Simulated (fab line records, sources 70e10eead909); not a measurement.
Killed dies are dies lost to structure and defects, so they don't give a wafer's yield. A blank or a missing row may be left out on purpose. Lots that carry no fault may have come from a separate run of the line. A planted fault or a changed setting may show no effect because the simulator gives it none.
Check of tool commonality    flow nand-harc    Sample size 4 lots and 12 wafers

== REASON FOR OPENING ==
At NHARC_END_SORT_01 the reading defect-limited-yield is flagged on 3 of 4 lots. Wafers without a fault read 90.6 %, standard deviation 2.6.
Rule: a lot is flagged in two cases, either no wafer of it has a number, or all its wafers with numbers fall more than 4 standard deviations from that mean. The other lots count as sound.

lot   measured      on         defect-limited-yield (%), wafer by wafer  flag
L744  day 28 23:22  prober-02  91.0 90.1 91.3                            
L751  day 32 05:26  prober-02  0 0 0                                     FLAGGED
L750  day 33 01:08  prober-01  0 0 0                                     FLAGGED
L752  day 33 08:45  prober-02  0 0 0                                     FLAGGED
The mean of the flagged lots' numbers is 0.0 %, -90.6 % from the usual (-35 standard deviations).

== TOOL THAT RAN EACH LOT ==
The record holds 2 process steps before the reading, out of a route of 1302 steps. Cell contents, in order: the tool; ch with the chambers the sampled wafers went through; the start.
lot   flag     NHARC_A_M1_DEP_33                NHARC_A_BONDPAD_ETCH_34
L744           pecvd-03 ch 0,2, day 27 11:56    rie-diel-08 ch 0,1,2, day 27 14:01
L751  FLAGGED  pecvd-03 ch 0,2, day 30 20:04    rie-diel-08 ch 0,1,3, day 30 22:08
L750  FLAGGED  pecvd-03 ch 0,1,2, day 31 06:38  rie-diel-12 ch 0,3, day 31 08:39
L752  FLAGGED  pecvd-01 ch 0,2, day 31 19:46    rie-diel-08 ch 0,2,3, day 31 21:46
What is done by these steps:
- NHARC_A_M1_DEP_33: deposits SiCN, target thk 30 nm.
- NHARC_A_BONDPAD_ETCH_34: etches the open film in N2/H2, target depth 60 nm, overetch 18 nm, time 65.91 s.
- NHARC_END_SORT_01

== FLAGGED OVER TOTAL, TOOL BY TOOL (the gauges that took the reading come last) ==
step                     tool         lots run  flagged  share of the flagged lots  sound lots run after its first flagged lot
NHARC_A_M1_DEP_33        pecvd-01     1         1        some                       0
NHARC_A_M1_DEP_33        pecvd-03     3         2        some                       0
NHARC_A_BONDPAD_ETCH_34  rie-diel-08  3         2        some                       0
NHARC_A_BONDPAD_ETCH_34  rie-diel-12  1         1        some                       0
NHARC_END_SORT_01        prober-01    1         1        some                       0
NHARC_END_SORT_01        prober-02    3         2        some                       0

== WHAT THE TABLE ALLOWS ==
No row of the table ran every flagged lot.

== WHAT THE SIMULATOR PUT IN ==
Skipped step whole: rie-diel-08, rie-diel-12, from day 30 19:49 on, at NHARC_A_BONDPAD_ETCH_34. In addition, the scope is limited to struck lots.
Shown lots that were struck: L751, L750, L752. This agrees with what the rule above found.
